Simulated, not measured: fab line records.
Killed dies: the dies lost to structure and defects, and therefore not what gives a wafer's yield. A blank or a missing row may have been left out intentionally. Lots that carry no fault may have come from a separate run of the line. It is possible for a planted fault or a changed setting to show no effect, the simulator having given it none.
Split-lot study + flow n5Finfet + 7 lots, 39 wafers read, on a route of 1938 steps

ON THE SPLIT
At N5_DUMMY_GATE_ETCH_32 (etches SiO2 in CF4, target depth 3.5 nm, time 3.9 s), the setting timeS was moved away from the recipe's 3.9 s on 15 of the 39 wafers read, by -16.2% to +13.6%. All remaining wafers had this setting at the recipe value.

The reading comes from the split's own step.

THE READING
etch.depthNm (the simulator's own value, which no gauge read), in nm, at N5_DUMMY_GATE_ETCH_32 (etches SiO2 in CF4, target depth 3.5 nm, time 3.9 s). No usual value for it is given in the file. Average 3.508 nm, standard deviation 0.042 nm, over the 24 wafers here run with the recipe.

| wafer  | tool, chamber at the split | timeS as run, s | against the recipe | etch.depthNm, nm | against lot-mates on the recipe |
|--------|----------------------------|-----------------|--------------------|------------------|---------------------------------|
| L075.1 | rieSi-03, 0                | 3.9             | recipe             | 3.503            | -                               |
| L075.2 | rieSi-03, 2                | 3.9             | recipe             | 3.547            | -                               |
| L075.3 | rieSi-03, 3                | 3.517           | -9.8%              | 3.2              | -0.324                          |
| L075.4 | rieSi-03, 1                | 3.517           | -9.8%              | 3.128            | -0.396                          |
| L075.5 | rieSi-03, 2                | 3.9             | recipe             | 3.523            | -                               |
| L075.6 | rieSi-03, 1                | 3.517           | -9.8%              | 3.107            | -0.417                          |
| L076.1 | rieSi-04, 2                | 3.9             | recipe             | 3.528            | -                               |
| L076.3 | rieSi-04, 1                | 3.9             | recipe             | 3.547            | -                               |
| L076.6 | rieSi-04, 3                | 3.9             | recipe             | 3.516            | -                               |
| L079.1 | rieSi-03, 1                | 3.9             | recipe             | 3.469            | -                               |
| L079.2 | rieSi-03, 3                | 3.9             | recipe             | 3.509            | -                               |
| L079.3 | rieSi-03, 2                | 3.9             | recipe             | 3.506            | -                               |
| L079.4 | rieSi-03, 0                | 3.9             | recipe             | 3.517            | -                               |
| L079.5 | rieSi-03, 1                | 3.9             | recipe             | 3.466            | -                               |
| L079.6 | rieSi-03, 0                | 3.9             | recipe             | 3.531            | -                               |
| L086.1 | rieSi-03, 2                | 3.267           | -16.2%             | 2.914            | -0.526                          |
| L086.2 | rieSi-03, 1                | 3.9             | recipe             | 3.385            | -                               |
| L086.3 | rieSi-03, 0                | 3.9             | recipe             | 3.447            | -                               |
| L086.4 | rieSi-03, 3                | 3.9             | recipe             | 3.488            | -                               |
| L086.5 | rieSi-03, 0                | 3.267           | -16.2%             | 2.895            | -0.545                          |
| L086.6 | rieSi-03, 3                | 3.267           | -16.2%             | 2.912            | -0.528                          |
| L089.1 | rieSi-01, 0                | 3.9             | recipe             | 3.589            | -                               |
| L089.2 | rieSi-01, 1                | 3.9             | recipe             | 3.521            | -                               |
| L089.3 | rieSi-01, 3                | 3.9             | recipe             | 3.464            | -                               |
| L089.4 | rieSi-01, 0                | 4.222           | +8.3%              | 3.881            | +0.356                          |
| L089.5 | rieSi-01, 3                | 4.222           | +8.3%              | 3.781            | +0.256                          |
| L089.6 | rieSi-01, 1                | 4.222           | +8.3%              | 3.856            | +0.331                          |
| L091.1 | rieSi-01, 1                | 3.9             | recipe             | 3.501            | -                               |
| L091.2 | rieSi-01, 2                | 3.562           | -8.7%              | 3.231            | -0.304                          |
| L091.3 | rieSi-01, 3                | 3.562           | -8.7%              | 3.182            | -0.353                          |
| L091.4 | rieSi-01, 0                | 3.562           | -8.7%              | 3.29             | -0.245                          |
| L091.5 | rieSi-01, 0                | 3.9             | recipe             | 3.586            | -                               |
| L091.6 | rieSi-01, 1                | 3.9             | recipe             | 3.519            | -                               |
| L095.1 | rieSi-04, 3                | 3.9             | recipe             | 3.489            | -                               |
| L095.2 | rieSi-04, 2                | 4.432           | +13.6%             | 4.019            | +0.510                          |
| L095.5 | rieSi-04, 2                | 4.432           | +13.6%             | 4.019            | +0.510                          |
| L095.3 | rieSi-04, 0                | 3.9             | recipe             | 3.53             | -                               |
| L095.4 | rieSi-04, 1                | 3.9             | recipe             | 3.508            | -                               |
| L095.6 | rieSi-04, 3                | 4.432           | +13.6%             | 3.963            | +0.454                          |

FIT RESULTS
A straight line over all 39 wafers: etch.depthNm changes by +0.0366 nm for each +1% of timeS; r = +0.99; the points scatter about the line by 0.043 nm.
The same after taking each lot's own level away (the mean of its wafers on the recipe; 39 wafers): +0.0353 nm for each +1%; r = +0.99; scatter 0.037 nm.
The reading moves by 0.57 nm for the largest change in timeS, on that fit.
The lots' own levels span 3.4400 to 3.5353 nm, that is 2.3 times the standard deviation above.
So the lot-to-lot level changes the slope little: the two slopes agree.
Check: -0.577 nm against its lot-mates is what the line predicts for one of the wafers moved furthest among these (-16.2%) when that wafer is left out of the fit. Against them it came out at -0.526 nm.

FILE'S OWN FIT
etch.depthNm changes by +0.0352 nm for each +1% of timeS, r = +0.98.
